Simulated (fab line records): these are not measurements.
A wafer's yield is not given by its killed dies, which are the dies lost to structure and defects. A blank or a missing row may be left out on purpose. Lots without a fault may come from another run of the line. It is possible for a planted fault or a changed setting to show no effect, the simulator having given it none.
Split-lot trial / flow n5_finfet / 7 lots, 21 wafers read, on a route of 1938 steps

## SPLIT DETAILS
At N5_MOL_CONTACT_COAG_EXPOSE_81 (exposes mask VG, defocus 0 nm), the setting dose_mj was moved away from the recipe's 59.5 on 10 of the 21 wafers read, by -6.6% to +4.7%. For the rest of the wafers, this setting stayed at what the recipe calls for.

## FROM THE SPLIT TO THE READING: what the file shows between them, 5 steps
- N5_MOL_CONTACT_COAG_PEB_82: peb time 60 s
- N5_MOL_CONTACT_COAG_DEVELOP_83: develop time 30 s
- N5_MOL_CONTACT_COAG_CD_MEAS_84: target cd 25.1 nm
- N5_MOL_CONTACT_COAG_PRECLEAN_144: cleans in alkaline clean, time 60 s
- N5_MOL_CONTACT_COAG_SRD_145: time 30 s

## THE READING
At N5_MOL_CONTACT_COAG_CD_MEAS_137: cd_nm in nanometres, against a target cd of 16 nm. Typical for fault-free wafers on this fab line: 16.0 nm, with standard deviation 0.47 nm.

wafer=L074.2; tool, chamber at the split=euv_scanner-01, 0; dose_mj as run=56.49; against the recipe=-5.1%; cd_nm, nm=14.5; against lot-mates on the recipe=-1.3
wafer=L074.5; tool, chamber at the split=euv_scanner-01, 0; dose_mj as run=59.5; against the recipe=recipe; cd_nm, nm=15.8; against lot-mates on the recipe=-
wafer=L074.6; tool, chamber at the split=euv_scanner-01, 0; dose_mj as run=56.49; against the recipe=-5.1%; cd_nm, nm=15.1; against lot-mates on the recipe=-0.7
wafer=L075.1; tool, chamber at the split=euv_scanner-02, 0; dose_mj as run=62.3; against the recipe=+4.7%; cd_nm, nm=17.1; against lot-mates on the recipe=+1.7
wafer=L075.3; tool, chamber at the split=euv_scanner-02, 0; dose_mj as run=62.3; against the recipe=+4.7%; cd_nm, nm=17.0; against lot-mates on the recipe=+1.6
wafer=L075.5; tool, chamber at the split=euv_scanner-02, 0; dose_mj as run=59.5; against the recipe=recipe; cd_nm, nm=15.4; against lot-mates on the recipe=-
wafer=L078.3; tool, chamber at the split=euv_scanner-02, 0; dose_mj as run=59.5; against the recipe=recipe; cd_nm, nm=15.3; against lot-mates on the recipe=-
wafer=L078.5; tool, chamber at the split=euv_scanner-02, 0; dose_mj as run=59.5; against the recipe=recipe; cd_nm, nm=15.7; against lot-mates on the recipe=-
wafer=L078.6; tool, chamber at the split=euv_scanner-02, 0; dose_mj as run=59.5; against the recipe=recipe; cd_nm, nm=16.1; against lot-mates on the recipe=-
wafer=L080.2; tool, chamber at the split=euv_scanner-02, 0; dose_mj as run=61.77; against the recipe=+3.8%; cd_nm, nm=17.0; against lot-mates on the recipe=+1.5
wafer=L080.4; tool, chamber at the split=euv_scanner-02, 0; dose_mj as run=61.77; against the recipe=+3.8%; cd_nm, nm=17.1; against lot-mates on the recipe=+1.6
wafer=L080.5; tool, chamber at the split=euv_scanner-02, 0; dose_mj as run=59.5; against the recipe=recipe; cd_nm, nm=15.5; against lot-mates on the recipe=-
wafer=L084.1; tool, chamber at the split=euv_scanner-02, 0; dose_mj as run=61.11; against the recipe=+2.7%; cd_nm, nm=16.6; against lot-mates on the recipe=+1.1
wafer=L084.2; tool, chamber at the split=euv_scanner-02, 0; dose_mj as run=59.5; against the recipe=recipe; cd_nm, nm=15.5; against lot-mates on the recipe=-
wafer=L084.3; tool, chamber at the split=euv_scanner-02, 0; dose_mj as run=61.11; against the recipe=+2.7%; cd_nm, nm=15.9; against lot-mates on the recipe=+0.4
wafer=L086.1; tool, chamber at the split=euv_scanner-02, 0; dose_mj as run=59.5; against the recipe=recipe; cd_nm, nm=16.4; against lot-mates on the recipe=-
wafer=L086.2; tool, chamber at the split=euv_scanner-02, 0; dose_mj as run=55.6; against the recipe=-6.6%; cd_nm, nm=15.2; against lot-mates on the recipe=-1.2
wafer=L086.4; tool, chamber at the split=euv_scanner-02, 0; dose_mj as run=55.6; against the recipe=-6.6%; cd_nm, nm=14.7; against lot-mates on the recipe=-1.7
wafer=L092.1; tool, chamber at the split=euv_scanner-01, 0; dose_mj as run=59.5; against the recipe=recipe; cd_nm, nm=15.5; against lot-mates on the recipe=-
wafer=L092.3; tool, chamber at the split=euv_scanner-01, 0; dose_mj as run=59.5; against the recipe=recipe; cd_nm, nm=15.6; against lot-mates on the recipe=-
wafer=L092.4; tool, chamber at the split=euv_scanner-01, 0; dose_mj as run=59.5; against the recipe=recipe; cd_nm, nm=16.0; against lot-mates on the recipe=-

FIT RESULTS
A straight line over all 21 wafers: cd_nm changes by +0.2 nm for each +1% of dose_mj; r = +0.87; the points scatter about the line by 0.38 nm.
The same after taking each lot's own level away (the mean of its wafers on the recipe; 21 wafers): +0.269 nm for each +1%; r = +0.95; scatter 0.31 nm.
According to that fit, moving dose_mj by its largest amount changes the reading by 1.8 nm.
Measured against the standard deviation above, the lots' own levels, which go from 15.40 to 16.40 nm, span 2.1 times it.
So the lot-to-lot level changes the slope: the two fits differ.
Check: with one of the wafers moved furthest among these (-6.6%) left out of the fit, the line predicts -1.74 nm for it against its lot-mates. It came out at -1.2 nm against them.

## OTHER SPLITS APPLIED TO THESE WAFERS
Other splits were also applied to these wafers ahead of the reading. Each is held against what the fit with the lots' levels taken away leaves over:
other split on the same wafers=N5_SD_EPI_N_PEB_07 peb_time_s; wafers away from the commonest value=7; r with cd_nm (lot level and that fit taken away)=-0.32
other split on the same wafers=N5_SDB_COAT_05 spin_rpm; wafers away from the commonest value=6; r with cd_nm (lot level and that fit taken away)=+0.09
other split on the same wafers=N5_HKMG_FIN_COAT_06 spin_rpm; wafers away from the commonest value=9; r with cd_nm (lot level and that fit taken away)=+0.21
other split on the same wafers=N5_HKMG_FIN_DEVELOP_11 develop_time_s; wafers away from the commonest value=4; r with cd_nm (lot level and that fit taken away)=-0.06
other split on the same wafers=N5_GATE_CUT_ALD_22 ald_cycles; wafers away from the commonest value=4; r with cd_nm (lot level and that fit taken away)=+0.16

## THE WHOLE CHAIN: every reading that the file lists as answering this split, in the file's order
step=N5_MOL_CONTACT_COAG_CD_MEAS_84; what it does=target cd 25.1 nm; reading=cd_nm; change (the file's fit)=+0.25 nm for each +1% of the setting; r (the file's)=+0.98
step=N5_MOL_CONTACT_COAG_CD_MEAS_137; what it does=target cd 16 nm; reading=cd_nm; change (the file's fit)=+0.27 nm for each +1% of the setting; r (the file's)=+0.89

## THE FILE'S OWN FIT
cd_nm changes by +0.27 nm for each +1% of dose_mj, r = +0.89.
